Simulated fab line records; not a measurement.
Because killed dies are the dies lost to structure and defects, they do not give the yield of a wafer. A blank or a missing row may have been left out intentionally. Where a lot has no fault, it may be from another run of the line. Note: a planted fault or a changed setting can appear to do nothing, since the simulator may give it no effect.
Comparing a struck lot with a sound one :: flow nand_harc :: 22 steps out of a route of 1302
Sound: these wafers, L930.1, L930.3, L930.6. Struck: wafer L937.2. (L937.3, L937.6 of the same lot were not struck and are left out.) The cause comes at the end.
At each step with rows: each side's tool, then ch and its chambers, then its first start. Under that, the readings that differ: sound wafers :: struck wafers :: difference of the means :: sigmas: that difference in standard deviations of wafers without a fault.
alike: same words and numbers on both sides, and readings whose means sit less than 2 such deviations apart. not compared: any withheld reading, any reading some wafer has no value for, any bound like >300 that may hide the same value, and any number with overlapping values for which the record gives no deviation.
A row with sigmas, a row that says differs or no value, or rows on one side alone: a step with any of these is where the two part. Non-overlapping numbers with no deviation appear without sigmas and do not part them. Lack of a reading on every wafer of one side parts them only where that side has two or more wafers.

first, 1 step without rows for these wafers: NHARC_P_BONDPAD_DEVELOP_08 (time 50 s).
NHARC_P_BONDPAD_CD_MEAS_09 targets a cd of 500 nm.
  sound on cd_sem-01 ch 0, day 10 04:46; struck on cd_sem-03 ch 0, day 13 16:52
  alike: cd_nm
NHARC_P_BONDPAD_OVL_MEAS_38:
  sound: overlay-01 at day 10 04:51; struck: overlay-02 at day 13 16:57
  alike: overlay_x_nm, overlay_y_nm
then, 1 step without rows for these wafers: NHARC_P_BONDPAD_HARDBAKE_10 (time 65 s).
NHARC_P_BONDPAD_DESCUM_11: chemistry O2, time 3 s.
  sound on rie_diel-10 ch 1,3, day 10 04:59; struck on rie_diel-11 ch 0, day 13 17:05
reading: oes_product_au (a.u.)
sound: 1.014 0.999 1.012
struck: 0.988
difference: -0.020
sigmas: -3
  alike: drypump_motor_current_A, mfc_ar_sccm, rf_vpp_V, showerhead_plenum_p_Torr, throttle_valve_pct
  not compared: rf_hours_counter_h
NHARC_P_BONDPAD_ETCH_37: etches the open film in N2/H2, target depth 60 nm, overetch 18 nm, time 65.91 s.
  sound on rie_diel-10 ch 0,3, day 10 05:32; struck on rie_diel-11 ch 2, day 13 17:10
  alike: drypump_motor_current_A, mfc_ar_sccm, oes_product_au, rf_vpp_V, showerhead_plenum_p_Torr, throttle_valve_pct
  not compared: rf_hours_counter_h
then, 1 step without rows for these wafers: NHARC_P_BONDPAD_ETCH_12 (etches the open film in CHF3/O2, target depth 200 nm, time 100 s).
NHARC_P_BONDPAD_CD_MEAS_13:
  sound: cd_sem-02 at day 10 05:45; struck: cd_sem-02 at day 13 17:23
  alike: cd_nm
then, 4 steps without rows for these wafers: NHARC_P_BONDPAD_STRIP_15 (strips in O2); NHARC_P_BONDPAD_ETCH_24 (etches the open film in CF4/N2, target depth 30 nm, time 72.99 s); NHARC_P_BONDPAD_STRIP_16 (strips in post etch residue remover, time 600 s); NHARC_P_BONDPAD_DEGAS_25 (time 60 s).
NHARC_P_BONDPAD_PRE_CLEAN_26: time 30 s.
  sound: pvd_sputter-03 at day 10 06:28; struck: pvd_sputter-03 at day 13 18:05
  alike: heater_power_w
then, 3 steps without rows for these wafers: NHARC_P_BONDPAD_PVD_17 (deposits TaN, target thk 5 nm, time 8.06 s); NHARC_P_BONDPAD_PVD_27 (deposits Cu, target thk 30 nm, time 20.49 s); NHARC_P_BONDPAD_ECD_18 (material Cu, target thk 400 nm).
NHARC_P_BONDPAD_ANNEAL_28: time 90 s.
  sound on rtp_anneal-02 ch 0, day 10 07:09; struck on rtp_anneal-01 ch 0, day 13 18:50
  alike: wafer_temp_C_max
NHARC_P_BONDPAD_CMP_19: polishes, t overpolish 30 s, cu recess touch 16 s, target thk 160.81 nm.
  sound on cmp-02 ch 1,2,3, day 10 07:33; struck on cmp-02 ch 1, day 13 19:08
  alike: motor_current_A, overpolish_run_s
NHARC_P_BONDPAD_THK_MEAS_20: measures by xrf.
  sound: film_metro-01 at day 10 07:49; struck: film_metro-02 at day 13 19:28
  alike: thk_nm
then, 1 step without rows for these wafers: NHARC_P_BONDPAD_SRD_21 (time 30 s, dry time 20 s).
NHARC_P_BONDPAD_ACTIVATE_29: chemistry N2, time 60 s.
  sound on rie_diel-11 ch 1,3, day 10 08:07; struck on rie_diel-11 ch 2, day 13 21:56
reading: hold
sound: - - -
struck: await_dispo/2.0h/release
difference: no value on the sound wafers
sigmas: 

reading: drypump_motor_current_A (A)
sound: 4.9 5.4 4.9
struck: 6.3
difference: +1.2
sigmas: +3
  alike: mfc_ar_sccm, oes_product_au, rf_vpp_V, showerhead_plenum_p_Torr
  not compared: rf_hours_counter_h
-- jump in the record: it breaks off in module P_BONDPAD and resumes in module END (first step shown: number 1302 of the route), and 18 days separate the struck wafers' starts before and after --
NHARC_END_SORT_01:
  sound on prober-02 ch 0, day 28 16:04; struck on prober-02 ch 0, day 31 21:58
reading: defect_limited_yield (%)
sound: 90.7 93.4 93.9
struck: 77.7
difference: -15.0
sigmas: -6

reading: killed_at_periphery
sound: 5 1 0
struck: 109
difference: +107
sigmas: +45

reading: killed_dies
sound: 63 45 41
struck: 151
difference: +101
sigmas: +6

reading: sort_bin_2_pct (%)
sound: 3.8 3.4 2.5
struck: 8.0
difference: +4.8
sigmas: +4

reading: sort_bin_3_pct (%)
sound: 0.7 0.4 0.1
struck: 6.4
difference: +6.0
sigmas: +18

reading: sort_bin_4_pct (%)
sound: 4.7 2.8 3.4
struck: 8.0
difference: +4.4
sigmas: +3

reading: sort_n_pass
sound: 614 632 636
struck: 526
difference: -101
sigmas: -6

reading: sort_yield_pct (%)
sound: 90.7 93.4 93.9
struck: 77.7
difference: -15.0
sigmas: -6
  alike: killed_at_array, killed_at_other, killed_open, killed_short, sort_rim_yield_pct

== WHERE THEY PART ==
Last at NHARC_END_SORT_01 as far as this record goes, first at NHARC_P_BONDPAD_DESCUM_11.

WHY: what had been put in by the simulator
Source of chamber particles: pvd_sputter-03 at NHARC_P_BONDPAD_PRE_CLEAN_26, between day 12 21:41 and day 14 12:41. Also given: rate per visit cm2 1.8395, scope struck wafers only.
